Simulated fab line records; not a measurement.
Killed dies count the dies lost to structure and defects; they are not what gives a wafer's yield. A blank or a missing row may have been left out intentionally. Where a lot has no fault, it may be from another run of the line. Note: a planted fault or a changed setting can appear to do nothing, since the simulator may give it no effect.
fab line records	flow nand_harc
record lots=24	wafers=72	last_day=33
route steps=1302 shown P_GATE@131 P_CONTACT@236
lots untouched by any fault: they come from a run of this same line in which no faults occurred
start_h: start of the lot's first displayed wafer, in hours after the record's first day	wait_h: time in hours since the lot's previous step	" same as the row above	L1.1+2: several wafers, shown together as one row	- no value, or no start was given	* or withheld: withheld	< > ~ a bound
route shown NAME@n: a module of which the file shows steps, and the number in the route of the first	usual: the fault-free wafers' mean and standard deviation	same: alike in all rows	chamber/n: place in a boat	sites: per-site readings	_std_site: standard deviation of those values	_edge_site: inner sites' mean taken away from outer sites' mean	radius_mm: for every site, how far away it sits from the centre of the wafer	mask NAME#n: copy n	behind: the most recent tool/chamber to have shaped the wafer	hold: why the lot was held/for how many hours/how that ended	device: whichever transistor did not switch (one of n, p or np)	end of line: at the end of the route, the tests of the same wafers	a step given without rows: its recipe and nothing more	killed: dies that structure and defects cost at the first sort, which is not the same as the wafer's yield	map: per-die view of a wafer (x killed, . not killed, _ where there is no die)
set.NAME: the run value of the setting; set.NAME@STEP: its run value at that earlier step	model.NAME: the simulator's own value behind a step, which no gauge read
one table for each step of the route and one row for each wafer, over a sample of lots
services: when a tool's chamber went out of use (start_h, in hours from the record's first day, below 0 if earlier), for how many hours, and the reason
## steps
# step NHARC_P_GATE_HM_DEP_102
# recipe target_thk_a=1200	temp_c=400	material=aC
# usual throttle_valve_pct=35.000/0.0087
lot.wafer	tool	chamber	start_h	wait_h	throttle_valve_pct
L074.3	acl_dep-01	0	94.17	2.1	34.979
L074.4	"	0	"	"	34.995
L074.5	"	0	"	"	35.006
L075.1	acl_dep-02	0	110.00	3.4	35.005
L075.2	"	0	"	"	34.996
L075.5	"	0	"	"	34.985
L076.2	acl_dep-03	0	113.00	0.5	34.991
L076.5	"	0	"	"	34.993
L076.6	"	0	"	"	34.997
L077.1	acl_dep-01	0	128.90	4.7	34.994
L077.4	"	0	"	"	34.997
L077.5	"	0	"	"	35.012
L078.3	acl_dep-02	0	134.42	2.2	35.002
L078.5	"	0	"	"	35.012
L078.6	"	0	"	"	34.994
L079.4	acl_dep-01	0	151.24	3.3	34.997
L079.5	"	0	"	"	35.002
L079.6	"	0	"	"	35.004
L080.3	acl_dep-02	0	153.24	0.6	34.997
L080.4	"	0	"	"	35.000
L080.6	"	0	"	"	34.998
L081.1	acl_dep-03	0	167.61	0.9	35.017
L081.4	"	0	"	"	34.999
L081.5	"	0	"	"	35.004
L082.1	acl_dep-03	0	174.75	1.7	35.000
L082.2	"	0	"	"	35.009
L082.3	"	0	"	"	35.007
L083.1	acl_dep-02	0	189.64	1.5	35.017
L083.3	"	0	"	"	35.012
L083.6	"	0	"	"	35.001
L084.1	acl_dep-02	0	200.12	7.4	35.015
L084.2	"	0	"	"	34.994
L084.5	"	0	"	"	35.012
L085.2	acl_dep-01	0	208.19	5.5	35.004
L085.3	"	0	"	"	35.004
L085.6	"	0	"	"	34.993
L086.1	acl_dep-02	0	213.80	0.4	35.008
L086.4	"	0	"	"	34.992
L086.6	"	0	"	"	35.013
L087.3	acl_dep-02	0	225.82	1.2	35.007
L087.4	"	0	"	"	34.987
L087.6	"	0	"	"	35.002
L088.4	acl_dep-01	0	243.92	0.7	34.995
L088.5	"	0	"	"	34.994
L088.6	"	0	"	"	34.993
L089.1	acl_dep-01	0	244.24	1.0	34.997
L089.2	"	0	"	"	35.010
L089.4	"	0	"	"	35.015
L090.3	acl_dep-01	0	259.48	2.0	35.008
L090.4	"	0	"	"	34.995
L090.5	"	0	"	"	34.992
L091.1	acl_dep-02	0	277.20	0.4	35.004
L091.4	"	0	"	"	35.001
L091.5	"	0	"	"	35.003
L092.1	acl_dep-01	0	284.75	1.5	34.999
L092.2	"	0	"	"	34.999
L092.3	"	0	"	"	35.015
L093.1	acl_dep-01	0	290.33	0.5	35.008
L093.4	"	0	"	"	35.001
L093.5	"	0	"	"	35.004
L094.3	acl_dep-03	0	290.44	0.6	34.998
L094.5	"	0	"	"	35.001
L094.6	"	0	"	"	34.987
L095.2	acl_dep-02	0	302.29	0.5	35.010
L095.4	"	0	"	"	34.988
L095.6	"	0	"	"	34.993
L097.1	acl_dep-01	0	318.37	0.4	34.998
L097.2	"	0	"	"	34.999
L097.6	"	0	"	"	34.992
L096.1	acl_dep-02	0	318.37	0.4	35.002
L096.2	"	0	"	"	35.016
L096.5	"	0	"	"	34.998
# step NHARC_P_GATE_CD_MEAS_26
# recipe target_cd_nm=120	landing_energy_ev=500
# usual cd_nm=120.0/0.65
lot.wafer	tool	chamber	start_h	wait_h	cd_nm
L074.3	cd_sem-03	0	95.31	-	119.6
L074.4	"	0	"	"	119.2
L074.5	"	0	"	"	120.2
L075.1	cd_sem-01	0	111.34	-	118.7
L075.2	"	0	"	"	118.9
L075.5	"	0	"	"	119.0
L076.2	cd_sem-03	0	114.32	-	120.5
L076.5	"	0	"	"	120.1
L076.6	"	0	"	"	120.4
L077.1	cd_sem-01	0	130.26	-	119.7
L077.4	"	0	"	"	120.4
L077.5	"	0	"	"	119.6
L078.3	cd_sem-01	0	135.55	-	119.4
L078.5	"	0	"	"	120.1
L078.6	"	0	"	"	120.2
L079.4	cd_sem-02	0	152.27	-	120.9
L079.5	"	0	"	"	120.5
L079.6	"	0	"	"	120.5
L080.3	cd_sem-03	0	154.38	-	119.5
L080.4	"	0	"	"	120.1
L080.6	"	0	"	"	119.9
L081.1	cd_sem-01	0	169.43	-	120.9
L081.4	"	0	"	"	120.4
L081.5	"	0	"	"	120.4
L082.1	cd_sem-02	0	176.09	-	118.8
L082.2	"	0	"	"	120.0
L082.3	"	0	"	"	118.7
L083.1	cd_sem-03	0	191.23	-	119.1
L083.3	"	0	"	"	119.8
L083.6	"	0	"	"	119.7
L084.1	cd_sem-01	0	201.46	-	119.1
L084.2	"	0	"	"	119.0
L084.5	"	0	"	"	120.2
L085.2	cd_sem-01	0	209.43	-	120.2
L085.3	"	0	"	"	120.5
L085.6	"	0	"	"	120.5
L086.1	cd_sem-01	0	215.15	-	119.7
L086.4	"	0	"	"	119.1
L086.6	"	0	"	"	120.1
L087.3	cd_sem-02	0	226.96	-	120.5
L087.4	"	0	"	"	119.7
L087.6	"	0	"	"	120.2
L088.4	cd_sem-03	0	244.82	-	120.2
L088.5	"	0	"	"	120.8
L088.6	"	0	"	"	121.1
L089.1	cd_sem-03	0	245.58	-	121.4
L089.2	"	0	"	"	120.5
L089.4	"	0	"	"	121.7
L090.3	cd_sem-02	0	260.48	-	119.8
L090.4	"	0	"	"	119.5
L090.5	"	0	"	"	120.2
L091.1	cd_sem-01	0	278.41	-	120.6
L091.4	"	0	"	"	119.5
L091.5	"	0	"	"	120.9
L092.1	cd_sem-02	0	285.97	-	120.3
L092.2	"	0	"	"	120.1
L092.3	"	0	"	"	120.7
L094.3	cd_sem-01	0	291.45	-	119.6
L094.5	"	0	"	"	119.3
L094.6	"	0	"	"	119.7
L093.1	cd_sem-01	0	291.68	-	120.0
L093.4	"	0	"	"	120.4
L093.5	"	0	"	"	120.3
L095.2	cd_sem-03	0	303.42	-	120.6
L095.4	"	0	"	"	120.3
L095.6	"	0	"	"	120.8
L097.1	cd_sem-01	0	319.80	-	120.3
L097.2	"	0	"	"	119.5
L097.6	"	0	"	"	119.1
L096.1	cd_sem-02	0	319.97	-	119.3
L096.2	"	0	"	"	119.9
L096.5	"	0	"	"	120.6
# step NHARC_P_GATE_DESCUM_48
# recipe time_s=3	o2_flow_sccm=200	ar_flow_sccm=0	bias_power_w=0	chemistry=O2
# usual drypump_motor_current_A=5.6/0.38	oes_product_au=0.998/0.0097	rf_vpp_V=57.8/0.93	showerhead_plenum_p_Torr=1.93/0.079	throttle_valve_pct=11.311/0.0088
lot.wafer	tool	chamber	start_h	wait_h	drypump_motor_current_A	oes_product_au	rf_hours_counter_h	rf_vpp_V	showerhead_plenum_p_Torr	throttle_valve_pct
L074.4	rie_diel-05	0	107.53	-	5.2	0.992	3.3	57.6	2.04	11.303
L074.3	"	1	"	"	5.4	0.987	2.6	59.4	1.99	11.319
L074.5	"	0	"	"	5.2	1.001	-	58.9	2.04	11.300
L075.2	rie_diel-03	0	123.54	-	5.2	0.989	0.5	57.8	2.02	11.307
L075.1	"	2	"	"	6.3	1.006	0.3	57.6	1.94	11.318
L075.5	"	1	"	"	6.0	1.001	-	57.2	1.83	11.320
L076.2	rie_diel-02	1	126.47	-	5.7	0.983	4.1	58.0	1.98	11.297
L076.5	"	3	"	"	5.2	1.003	-	56.9	1.97	11.302
L076.6	"	0	"	"	5.5	1.004	-	57.8	1.82	11.304
L077.1	rie_diel-05	1	142.45	-	5.4	0.984	3.6	54.9	1.99	11.303
L077.4	"	3	"	"	6.2	0.986	3.7	57.9	1.98	11.320
L077.5	"	2	"	"	5.6	1.005	-	59.4	1.85	11.308
L078.3	rie_diel-02	3	147.58	-	5.2	1.004	5.9	56.6	1.97	11.322
L078.5	"	0	"	"	5.5	0.994	-	57.4	1.82	11.314
L078.6	"	1	"	"	5.7	0.996	-	58.3	1.98	11.302
L080.3	rie_diel-03	2	166.48	-	6.3	0.997	4.0	57.0	1.94	11.303
L080.4	"	0	"	"	5.2	0.994	3.9	58.7	2.02	11.310
L080.6	"	2	"	"	6.3	0.998	-	56.6	1.94	11.301
L079.4	rie_diel-02	2	166.68	-	5.3	0.993	-	57.7	1.82	11.287
L079.5	"	3	"	"	5.2	1.008	-	59.3	1.97	11.314
L079.6	"	0	"	"	5.5	1.000	-	57.8	1.82	11.307
L081.1	rie_diel-03	2	183.64	-	6.4	1.000	4.3	59.1	1.94	11.306
L081.4	"	3	"	"	5.3	1.015	4.6	58.9	1.94	11.307
L081.5	"	2	"	"	6.3	0.993	-	56.9	1.94	11.302
L082.1	rie_diel-02	2	188.14	-	5.3	1.006	6.9	58.2	1.82	11.317
L082.2	"	0	"	"	5.5	1.012	7.9	58.9	1.82	11.307
L082.3	"	1	"	"	5.7	0.994	6.8	58.0	1.98	11.311
L083.1	rie_diel-02	3	203.43	-	5.2	0.999	8.2	58.2	1.97	11.305
L083.3	"	2	"	"	5.3	0.996	7.2	57.3	1.82	11.311
L083.6	"	3	"	"	5.2	1.002	-	59.1	1.97	11.296
L084.1	rie_diel-03	1	213.66	-	6.0	0.990	7.1	59.2	1.83	11.312
L084.2	"	2	"	"	6.3	1.005	7.4	57.0	1.94	11.312
L084.5	"	0	"	"	5.2	0.989	-	56.4	2.02	11.291
L085.2	rie_diel-03	1	221.56	-	6.1	0.994	7.2	57.1	1.83	11.320
L085.3	"	0	"	"	5.2	1.001	5.1	58.8	2.02	11.321
L085.6	"	1	"	"	6.1	0.983	-	56.9	1.83	11.304
L086.1	rie_diel-05	3	227.24	-	6.2	0.999	8.7	56.0	1.98	11.312
L086.4	"	3	"	"	6.2	1.001	-	57.8	1.98	11.317
L086.6	"	1	"	"	5.4	0.998	-	59.0	1.99	11.315
L087.3	rie_diel-05	2	239.01	-	5.6	0.992	0	58.2	1.85	11.297
L087.4	"	3	"	"	6.2	0.995	0	58.6	1.98	11.297
L087.6	"	2	"	"	5.6	0.988	-	57.8	1.85	11.314
L088.4	rie_diel-02	1	257.08	-	5.7	1.010	0.1	57.0	1.98	11.318
L088.6	"	0	"	"	5.5	1.001	-	56.9	1.82	11.305
L088.5	"	1	"	"	5.7	1.011	-	57.8	1.98	11.306
L089.2	rie_diel-05	3	259.82	-	6.2	0.996	0.2	57.0	1.98	11.308
L089.4	"	0	"	"	5.2	1.010	0.5	58.4	2.04	11.297
L089.1	"	1	"	"	5.4	1.003	0.6	59.4	1.99	11.328
L090.3	rie_diel-02	2	272.50	-	5.3	0.997	4.2	56.5	1.82	11.309
L090.4	"	3	"	"	5.2	1.013	2.7	57.8	1.97	11.298
L090.5	"	2	"	"	5.3	1.000	-	57.2	1.82	11.304
L091.1	rie_diel-05	3	292.50	-	6.2	0.995	3.1	57.4	1.98	11.314
L091.4	"	3	"	"	6.2	0.979	-	58.2	1.98	11.316
L091.5	"	1	"	"	5.4	0.986	-	56.6	1.99	11.309
L092.2	rie_diel-02	2	298.14	-	5.3	1.013	5.6	58.0	1.82	11.314
L092.1	"	3	"	"	5.2	1.009	4.7	56.6	1.97	11.307
L092.3	"	1	"	"	5.7	1.007	2.3	57.3	1.98	11.315
L094.3	rie_diel-05	2	303.55	-	5.6	0.997	4.3	58.3	1.85	11.317
L094.5	"	2	"	"	5.6	0.994	-	57.5	1.85	11.318
L094.6	"	3	"	"	6.2	0.983	-	58.2	1.98	11.321
L093.4	rie_diel-05	0	303.90	-	5.2	1.005	5.2	58.7	2.04	11.308
L093.1	"	2	"	"	5.6	0.983	4.3	58.6	1.85	11.312
L093.5	"	3	"	"	6.2	0.987	-	59.7	1.98	11.312
L095.2	rie_diel-02	3	315.70	-	5.2	1.022	5.4	56.5	1.97	11.317
L095.4	"	1	"	"	5.7	1.007	3.5	57.1	1.98	11.316
L095.6	"	3	"	"	5.2	1.004	-	58.2	1.97	11.317
L097.1	rie_diel-03	0	331.97	-	5.2	1.009	1.2	58.1	2.02	11.303
L097.2	"	1	"	"	6.0	0.984	1.6	57.8	1.83	11.309
L097.6	"	0	"	"	5.2	1.003	-	57.7	2.02	11.318
L096.2	rie_diel-05	3	332.17	-	6.2	0.976	5.4	58.5	1.98	11.304
L096.1	"	0	"	"	5.2	1.003	6.4	58.2	2.04	11.315
L096.5	"	2	"	"	5.6	0.999	-	56.7	1.85	11.315
# step NHARC_P_GATE_STRIP_112
# recipe power_w=1500	temp_c=110	time_s=200	chemistry=N2/H2
# usual drypump_motor_current_A=5.75/0.3	heater_power_w=90/8.2
lot.wafer	tool	chamber	start_h	wait_h	drypump_motor_current_A	heater_power_w	rf_hours_counter_h
L074.3	plasma_asher-01	0	109.74	0.2	5.47	114	-
L074.4	"	1	"	"	6.26	84	-
L074.5	"	0	"	"	5.48	113	-
L075.2	plasma_asher-01	1	125.68	0.2	6.25	84	26
L075.1	"	0	"	"	5.47	114	26
L075.5	"	1	"	"	6.25	86	-
L076.2	plasma_asher-02	1	128.57	0.2	5.80	85	11
L076.5	"	1	"	"	5.82	83	-
L076.6	"	0	"	"	5.53	93	-
L077.1	plasma_asher-02	1	144.52	0.2	5.84	84	13
L077.4	"	1	"	"	5.84	82	-
L077.5	"	0	"	"	5.52	91	-
L078.3	plasma_asher-02	1	149.80	0.3	5.83	83	-
L078.6	"	0	"	"	5.51	91	-
L078.5	"	1	"	"	5.82	82	-
L080.3	plasma_asher-02	0	168.68	0.2	5.53	92	-
L080.4	"	1	"	"	5.79	83	-
L080.6	"	1	"	"	5.81	84	-
L079.4	plasma_asher-02	1	169.07	0.2	5.82	81	-
L079.5	"	1	"	"	5.79	83	-
L079.6	"	0	"	"	5.51	91	-
L081.1	plasma_asher-01	1	185.85	0.2	6.30	87	1
L081.4	"	0	"	"	5.47	104	-
L081.5	"	1	"	"	6.28	84	-
L082.1	plasma_asher-02	0	190.27	0.2	5.52	89	25
L082.2	"	1	"	"	5.80	83	25
L082.3	"	0	"	"	5.53	90	-
L083.1	plasma_asher-01	1	205.42	0.2	6.28	85	5
L083.3	"	0	"	"	5.48	102	-
L083.6	"	1	"	"	6.27	84	-
L084.1	plasma_asher-02	1	215.75	0.2	5.77	84	30
L084.2	"	0	"	"	5.52	91	30
L084.5	"	1	"	"	5.80	81	-
L085.2	plasma_asher-01	1	223.76	0.2	6.28	87	10
L085.3	"	0	"	"	5.45	99	-
L085.6	"	0	"	"	5.46	100	-
L086.1	plasma_asher-01	1	229.41	0.2	6.27	84	11
L086.4	"	1	"	"	6.29	85	-
L086.6	"	1	"	"	6.29	86	-
L087.3	plasma_asher-02	1	241.11	0.2	5.82	79	-
L087.4	"	0	"	"	5.51	88	-
L087.6	"	1	"	"	5.83	84	-
L088.4	plasma_asher-01	0	259.14	0.2	5.45	102	-
L088.6	"	0	"	"	5.47	100	-
L088.5	"	1	"	"	6.23	81	-
L089.2	plasma_asher-02	0	261.97	0.2	5.52	85	1
L089.1	"	1	"	"	5.78	84	1
L089.4	"	1	"	"	5.77	82	-
L090.4	plasma_asher-02	1	274.71	0.2	5.80	83	-
L090.3	"	0	"	"	5.49	89	-
L090.5	"	0	"	"	5.50	89	-
L091.1	plasma_asher-01	0	294.53	0.2	5.48	100	25
L091.4	"	1	"	"	6.25	87	-
L091.5	"	0	"	"	5.48	102	-
L092.2	plasma_asher-02	1	300.14	0.2	5.76	84	8
L092.1	"	0	"	"	5.52	87	8
L092.3	"	0	"	"	5.53	88	-
L094.3	plasma_asher-02	0	305.78	0.2	5.52	90	-
L094.5	"	0	"	"	5.52	89	-
L094.6	"	1	"	"	5.82	84	-
L093.1	plasma_asher-01	0	306.01	0.2	5.48	105	29
L093.4	"	0	"	"	5.48	102	-
L093.5	"	0	"	"	5.48	103	-
L095.2	plasma_asher-02	1	318.13	0.2	5.80	85	12
L095.4	"	0	"	"	5.52	85	-
L095.6	"	1	"	"	5.85	87	-
L097.2	plasma_asher-01	0	333.99	0.2	5.44	105	34
L097.1	"	1	"	"	6.25	86	34
L097.6	"	0	"	"	5.47	102	-
L096.2	plasma_asher-02	1	334.28	0.2	5.84	84	16
L096.1	"	0	"	"	5.52	91	16
L096.5	"	0	"	"	5.52	89	-
# step NHARC_P_GATE_RTA_64
# recipe temp_c=1050	time_s=1
# usual lamp_power_pct=35.2/2	lamp_zone_4_pct=35.2/2	wafer_temp_C_max=1054.5/1.1
lot.wafer	tool	chamber	start_h	wait_h	lamp_power_pct	lamp_zone_4_pct	wafer_temp_C_max
L074.3	rtp_anneal-01	0	112.71	-	37.4	37.4	1054.0
L074.4	"	0	"	"	37.4	37.4	1053.4
L074.5	"	0	"	"	37.3	37.4	1054.0
L075.1	rtp_anneal-02	0	128.67	-	33.2	33.2	1054.2
L075.2	"	0	"	"	33.2	33.3	1054.7
L075.5	"	0	"	"	33.3	33.3	1057.9
L076.2	rtp_anneal-02	0	131.59	-	33.3	33.3	1054.1
L076.5	"	0	"	"	33.3	33.3	1058.5
L076.6	"	0	"	"	33.4	33.3	1055.4
L077.1	rtp_anneal-02	0	147.47	-	33.3	33.3	1053.2
L077.4	"	0	"	"	33.3	33.3	1056.5
L077.5	"	0	"	"	33.2	33.3	1055.0
L078.3	rtp_anneal-02	0	152.60	-	33.3	33.3	1055.9
L078.5	"	0	"	"	33.3	33.3	1054.9
L078.6	"	0	"	"	33.3	33.3	1055.4
L080.3	rtp_anneal-02	0	171.64	-	33.2	33.3	1054.8
L080.4	"	0	"	"	33.3	33.2	1056.0
L080.6	"	0	"	"	33.3	33.3	1054.9
L079.4	rtp_anneal-02	0	172.46	-	33.3	33.2	1054.3
L079.5	"	0	"	"	33.3	33.3	1055.2
L079.6	"	0	"	"	33.3	33.3	1054.6
L081.1	rtp_anneal-01	0	188.73	-	37.4	37.4	1053.3
L081.4	"	0	"	"	37.4	37.3	1053.6
L081.5	"	0	"	"	37.4	37.5	1054.0
L082.1	rtp_anneal-01	0	193.15	-	37.4	37.4	1055.5
L082.2	"	0	"	"	37.4	37.4	1054.4
L082.3	"	0	"	"	37.4	37.4	1053.2
L083.1	rtp_anneal-01	0	208.43	-	37.4	37.5	1054.5
L083.3	"	0	"	"	37.3	37.4	1053.7
L083.6	"	0	"	"	37.4	37.4	1053.3
L084.1	rtp_anneal-02	0	218.74	-	33.3	33.3	1055.1
L084.2	"	0	"	"	33.3	33.3	1056.4
L084.5	"	0	"	"	33.3	33.3	1054.4
L085.2	rtp_anneal-02	0	226.62	-	33.2	33.3	1053.6
L085.3	"	0	"	"	33.3	33.3	1055.6
L085.6	"	0	"	"	33.3	33.3	1053.8
L086.1	rtp_anneal-02	0	232.43	-	33.3	33.3	1054.9
L086.4	"	0	"	"	33.2	33.3	1054.8
L086.6	"	0	"	"	33.3	33.3	1054.7
L087.3	rtp_anneal-02	0	244.07	-	33.3	33.2	1053.8
L087.4	"	0	"	"	33.3	33.2	1054.7
L087.6	"	0	"	"	33.3	33.2	1055.6
L088.4	rtp_anneal-01	0	262.14	-	37.4	37.5	1053.5
L088.5	"	0	"	"	37.4	37.5	1053.4
L088.6	"	0	"	"	37.4	37.3	1053.1
L089.1	rtp_anneal-02	0	264.85	-	33.3	33.3	1053.6
L089.2	"	0	"	"	33.3	33.3	1054.4
L089.4	"	0	"	"	33.3	33.4	1053.5
L090.3	rtp_anneal-01	0	277.58	-	37.5	37.4	1053.5
L090.4	"	0	"	"	37.4	37.4	1054.3
L090.5	"	0	"	"	37.5	37.4	1053.3
L091.1	rtp_anneal-02	0	297.52	-	33.3	33.3	1054.7
L091.4	"	0	"	"	33.4	33.3	1054.6
L091.5	"	0	"	"	33.3	33.3	1054.4
L092.1	rtp_anneal-01	0	303.16	-	37.3	37.4	1054.2
L092.2	"	0	"	"	37.3	37.4	1053.4
L092.3	"	0	"	"	37.4	37.3	1054.8
L094.3	rtp_anneal-02	0	308.75	-	33.2	33.3	1057.5
L094.5	"	0	"	"	33.2	33.3	1054.0
L094.6	"	0	"	"	33.3	33.2	1055.6
L093.1	rtp_anneal-01	0	309.09	-	37.5	37.4	1053.2
L093.4	"	0	"	"	37.4	37.3	1054.5
L093.5	"	0	"	"	37.4	37.4	1053.9
L095.2	rtp_anneal-01	0	321.19	-	37.3	37.3	1053.2
L095.4	"	0	"	"	37.3	37.3	1052.6
L095.6	"	0	"	"	37.4	37.3	1053.0
L097.1	rtp_anneal-01	0	336.99	-	37.4	37.4	1053.6
L097.2	"	0	"	"	37.3	37.4	1053.8
L097.6	"	0	"	"	37.4	37.3	1054.4
L096.1	rtp_anneal-01	0	337.31	-	37.3	37.3	1052.6
L096.2	"	0	"	"	37.3	37.3	1054.1
L096.5	"	0	"	"	37.3	37.3	1053.5
# step NHARC_P_CONTACT_ETCH_35
# recipe target_depth_a=390	over_etch_frac=0.3	time_s=65	ion_energy_ev=80	cf4_flow_sccm=150	ar_flow_sccm=0	rf_w=300	bias_w=100	chemistry=CF4
# usual drypump_motor_current_A=5.7/0.52	oes_product_au=1.006/0.011	rf_vpp_V=151.0/1	showerhead_plenum_p_Torr=1.75/0.053	throttle_valve_pct=13.283/0.0088
# same over_etch_frac=0.3
lot.wafer	tool	chamber	start_h	wait_h	drypump_motor_current_A	oes_product_au	rf_hours_counter_h	rf_vpp_V	showerhead_plenum_p_Torr	throttle_valve_pct
L074.3	rie_diel-06	3	115.70	0.1	5.1	1.001	4.0	150.8	1.74	13.282
L074.4	"	0	"	"	6.0	1.009	5.0	151.3	1.79	13.286
L074.5	"	2	"	"	5.8	1.007	-	150.0	1.71	13.290
L075.2	rie_diel-12	3	131.83	0.1	5.8	0.990	2.2	150.5	1.70	13.272
L075.1	"	2	"	"	5.1	0.996	2.2	150.2	1.69	13.278
L075.5	"	0	"	"	5.5	1.014	-	151.9	1.86	13.291
L076.2	rie_diel-12	1	134.69	0.1	6.2	0.997	1.0	150.6	1.75	13.290
L076.5	"	1	"	"	6.3	0.996	-	151.8	1.75	13.276
L076.6	"	2	"	"	5.1	1.000	-	149.9	1.69	13.296
L077.4	rie_diel-06	3	150.63	0.1	5.1	1.002	0.1	149.9	1.74	13.284
L077.1	"	1	"	"	5.2	1.015	0.1	151.7	1.75	13.275
L077.5	"	3	"	"	5.1	1.005	-	150.5	1.74	13.288
L078.3	rie_diel-12	3	155.71	0.1	5.9	0.997	3.7	148.9	1.70	13.286
L078.5	"	1	"	"	6.2	0.983	-	151.7	1.75	13.295
L078.6	"	2	"	"	5.1	1.001	-	149.9	1.69	13.281
L080.4	rie_diel-13	2	174.72	0.1	5.0	0.999	0.0	149.1	1.66	13.280
L080.3	"	0	"	"	5.2	1.019	0.0	151.4	1.80	13.288
L080.6	"	1	"	"	6.7	1.004	-	151.5	1.80	13.290
L079.4	rie_diel-06	0	175.40	0.1	6.0	1.020	0.6	150.8	1.79	13.278
L079.6	"	3	"	"	5.0	1.020	-	150.2	1.74	13.283
L079.5	"	0	"	"	6.0	1.018	-	150.8	1.79	13.277
L081.1	rie_diel-06	0	191.88	0.1	6.0	1.016	1.5	150.6	1.79	13.282
L081.4	"	2	"	"	5.8	0.997	1.3	149.9	1.71	13.286
L081.5	"	0	"	"	6.0	1.016	-	151.7	1.79	13.297
L082.2	rie_diel-13	2	196.31	0.1	5.0	1.004	0.8	147.2	1.66	13.292
L082.1	"	0	"	"	5.2	1.002	0.9	151.0	1.80	13.276
L082.3	"	1	"	"	6.7	0.980	0.9	152.0	1.80	13.264
L083.3	rie_diel-06	1	211.45	0.1	5.2	1.010	1.9	152.2	1.75	13.281
L083.1	"	2	"	"	5.8	1.000	2.0	149.9	1.71	13.278
L083.6	"	1	"	"	5.3	0.999	-	151.1	1.75	13.288
L084.1	rie_diel-13	2	221.75	0.1	5.0	1.004	1.5	148.5	1.66	13.272
L084.2	"	0	"	"	5.2	1.025	1.7	151.5	1.80	13.294
L084.5	"	3	"	"	6.2	1.016	-	151.4	1.82	13.285
L085.3	rie_diel-06	2	229.63	0.1	5.8	0.993	2.6	151.3	1.71	13.288
L085.2	"	0	"	"	6.0	1.023	2.6	151.1	1.79	13.290
L085.6	"	1	"	"	5.2	1.000	-	150.8	1.75	13.293
L086.1	rie_diel-12	0	235.75	0.1	5.5	0.995	7.5	152.1	1.86	13.294
L086.4	"	1	"	"	6.3	1.001	6.2	152.5	1.75	13.285
L086.6	"	3	"	"	5.9	0.998	-	149.9	1.70	13.292
L087.3	rie_diel-06	2	247.18	0.1	5.8	0.997	3.3	149.4	1.71	13.286
L087.6	"	1	"	"	5.2	1.005	-	150.8	1.75	13.274
L087.4	"	2	"	"	5.8	0.981	-	151.6	1.71	13.301
L088.4	rie_diel-06	0	265.16	0.1	6.0	1.010	-	151.5	1.79	13.271
L088.6	"	1	"	"	5.2	1.002	-	151.5	1.75	13.280
L088.5	"	0	"	"	6.0	1.008	-	152.6	1.79	13.279
L089.1	rie_diel-06	1	267.88	0.1	5.2	1.000	4.8	150.9	1.75	13.289
L089.2	"	0	"	"	6.0	1.008	4.8	151.9	1.79	13.275
L089.4	"	1	"	"	5.3	1.003	-	150.4	1.75	13.264
L090.4	rie_diel-13	2	280.72	0.1	5.0	1.001	2.6	149.0	1.66	13.278
L090.3	"	0	"	"	5.2	1.016	3.1	151.8	1.80	13.293
L090.5	"	2	"	"	5.0	1.006	-	149.4	1.66	13.283
L091.1	rie_diel-06	0	300.69	0.1	6.0	1.004	6.0	152.1	1.79	13.294
L091.4	"	2	"	"	5.8	0.999	-	149.9	1.71	13.283
L091.5	"	0	"	"	6.1	1.012	-	151.8	1.79	13.285
L092.1	rie_diel-13	1	306.30	0.1	6.7	1.024	3.7	150.8	1.80	13.273
L092.3	"	2	"	"	5.0	0.997	3.3	151.3	1.66	13.268
L092.2	"	0	"	"	5.2	1.022	4.0	151.5	1.80	13.280
L094.3	rie_diel-12	0	311.72	0.1	5.5	1.002	1.9	152.9	1.86	13.284
L094.5	"	2	"	"	5.1	1.006	-	149.6	1.69	13.276
L094.6	"	3	"	"	5.9	1.006	-	150.9	1.69	13.272
L093.4	rie_diel-13	0	312.52	0.1	5.2	1.020	4.4	151.1	1.80	13.307
L093.1	"	2	"	"	5.0	0.995	3.7	148.3	1.66	13.292
L093.5	"	0	"	"	5.2	1.032	-	150.7	1.80	13.285
L095.4	rie_diel-06	3	324.30	0.1	5.1	1.007	0.0	149.3	1.74	13.285
L095.2	"	0	"	"	6.0	1.029	0.0	150.0	1.79	13.268
L095.6	"	3	"	"	5.1	1.007	-	151.9	1.74	13.288
L097.2	rie_diel-13	1	340.48	0.1	6.7	1.007	5.3	150.6	1.79	13.290
L097.1	"	2	"	"	5.0	0.992	4.5	150.5	1.66	13.294
L097.6	"	0	"	"	5.2	1.026	-	151.4	1.80	13.278
L096.1	rie_diel-12	1	340.50	0.1	6.2	0.999	2.8	151.7	1.75	13.264
L096.2	"	2	"	"	5.1	1.004	3.2	151.4	1.69	13.284
L096.5	"	0	"	"	5.5	1.008	-	151.5	1.86	13.292
## services
tool	chamber	start_h	hours	kind
plasma_asher-02	-	72.58	9.0	pm
rie_diel-05	1	75.75	5.2	repair
rie_diel-05	3	76.88	5.5	repair
plasma_asher-01	-	84.98	1.4	repair
rie_diel-06	3	97.50	17.0	repair
rie_diel-06	1	100.23	4.7	repair
rie_diel-06	-	130.20	9.0	pm
rie_diel-02	1	162.74	4.3	repair
plasma_asher-01	-	165.23	9.0	pm
rie_diel-06	2	169.34	2.5	repair
rie_diel-05	2	172.28	2.9	repair
acl_dep-01	-	186.28	13.0	pm
plasma_asher-02	-	211.99	0.4	repair
rie_diel-05	2	213.12	16.3	repair
rie_diel-02	-	216.70	9.0	pm
rie_diel-06	3	220.49	91.7	repair
rie_diel-02	3	226.08	7.2	repair
rie_diel-05	-	229.71	9.0	pm
plasma_asher-01	-	230.19	0.8	repair
acl_dep-02	-	241.90	13.0	pm
plasma_asher-02	-	249.58	9.0	pm
rie_diel-06	2	261.20	4.6	repair
rie_diel-06	-	307.20	9.0	pm
rie_diel-06	0	331.49	2.1	repair
## key
fault none
